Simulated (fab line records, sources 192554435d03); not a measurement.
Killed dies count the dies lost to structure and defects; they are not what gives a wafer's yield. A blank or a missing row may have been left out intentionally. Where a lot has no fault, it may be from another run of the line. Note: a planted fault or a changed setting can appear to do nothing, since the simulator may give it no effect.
Matching of chambers + flow n5_finfet + rie_diel-06 running N5_BEOL_M2_ETCH_69: 4 sister chambers
The step etches SiARC in CF4, target depth 15.6 nm, time 26 s. 16 wafers are shown with their chamber, then 8 later ones without.

## WAFERS PAIRED WITH THEIR CHAMBERS
| wafer  | chamber | drypump_motor_current_A (A) | showerhead_plenum_p_Torr (Torr) | throttle_valve_pct (%) |
|--------|---------|-----------------------------|---------------------------------|------------------------|
| L077.1 | 2       | 5.1                         | 2.05                            | 15.72                  |
| L077.3 | 3       | 6.8                         | 2.26                            | 15.51                  |
| L077.4 | 0       | 6.4                         | 2.28                            | 15.20                  |
| L080.1 | 3       | 6.8                         | 2.26                            | 15.52                  |
| L080.2 | 1       | 5.7                         | 2.18                            | 15.57                  |
| L080.4 | 3       | 6.8                         | 2.26                            | 15.51                  |
| L083.3 | 1       | 5.7                         | 2.18                            | 15.60                  |
| L083.5 | 1       | 5.7                         | 2.18                            | 15.60                  |
| L083.6 | 0       | 6.4                         | 2.27                            | 15.22                  |
| L084.3 | 0       | 6.4                         | 2.27                            | 15.23                  |
| L084.4 | 3       | 6.7                         | 2.26                            | 15.54                  |
| L084.5 | 0       | 6.4                         | 2.27                            | 15.23                  |
| L086.2 | 0       | 6.4                         | 2.27                            | 15.25                  |
| L086.3 | 3       | 6.7                         | 2.25                            | 15.53                  |
| L086.5 | 1       | 5.7                         | 2.18                            | 15.60                  |
| L091.1 | 0       | 6.4                         | 2.27                            | 15.25                  |

SIGNATURES, as means of the wafers listed above
| reading                  | chamber 0 | chamber 1 | chamber 2 | chamber 3 | scatter within a chamber |
|--------------------------|-----------|-----------|-----------|-----------|--------------------------|
| drypump_motor_current_A  | 6.400     | 5.700     | 5.100     | 6.760     | 0.0316                   |
| showerhead_plenum_p_Torr | 2.2717    | 2.1800    | 2.0500    | 2.2580    | 0.00369                  |
| throttle_valve_pct       | 15.2300   | 15.5925   | 15.7200   | 15.5220   | 0.0162                   |
Rule: distance of a wafer from a chamber = root of the sum over the readings of ((wafer's reading minus chamber's mean) / reading's scatter) squared. The wafer belongs to the nearest chamber; if the next one is less than 2 further off, it can't be placed. The scatter is the square root of a quotient: the sum, over the shown wafers, of each reading's squared deviation from its chamber's mean, divided by wafers minus chambers.

## WAFERS WHOSE CHAMBER IS MISSING
| wafer  | drypump_motor_current_A (A) | showerhead_plenum_p_Torr (Torr) | throttle_valve_pct (%) |
|--------|-----------------------------|---------------------------------|------------------------|
| L091.2 | 5.1                         | 2.04                            | 15.78                  |
| L091.5 | 5.7                         | 2.18                            | 15.62                  |
| L092.1 | 6.7                         | 2.25                            | 15.56                  |
| L092.2 | 5.1                         | 2.04                            | 15.79                  |
| L092.3 | 6.4                         | 2.27                            | 15.27                  |
| L096.2 | 6.4                         | 2.26                            | 15.27                  |
| L096.3 | 5.1                         | 2.03                            | 15.80                  |
| L096.4 | 5.7                         | 2.17                            | 15.64                  |

## WHICH CHAMBER EACH WENT THROUGH
| wafer  | from the rows above | in truth |
|--------|---------------------|----------|
| L091.2 | 2                   | 2        |
| L091.5 | 1                   | 1        |
| L092.1 | 3                   | 3        |
| L092.2 | 2                   | 2        |
| L092.3 | 0                   | 0        |
| L096.2 | 0                   | 0        |
| L096.3 | 2                   | 2        |
| L096.4 | 1                   | 1        |
Correct placement for 8 of the 8. Left unplaced by these rows: 0. 0 placed wrongly.
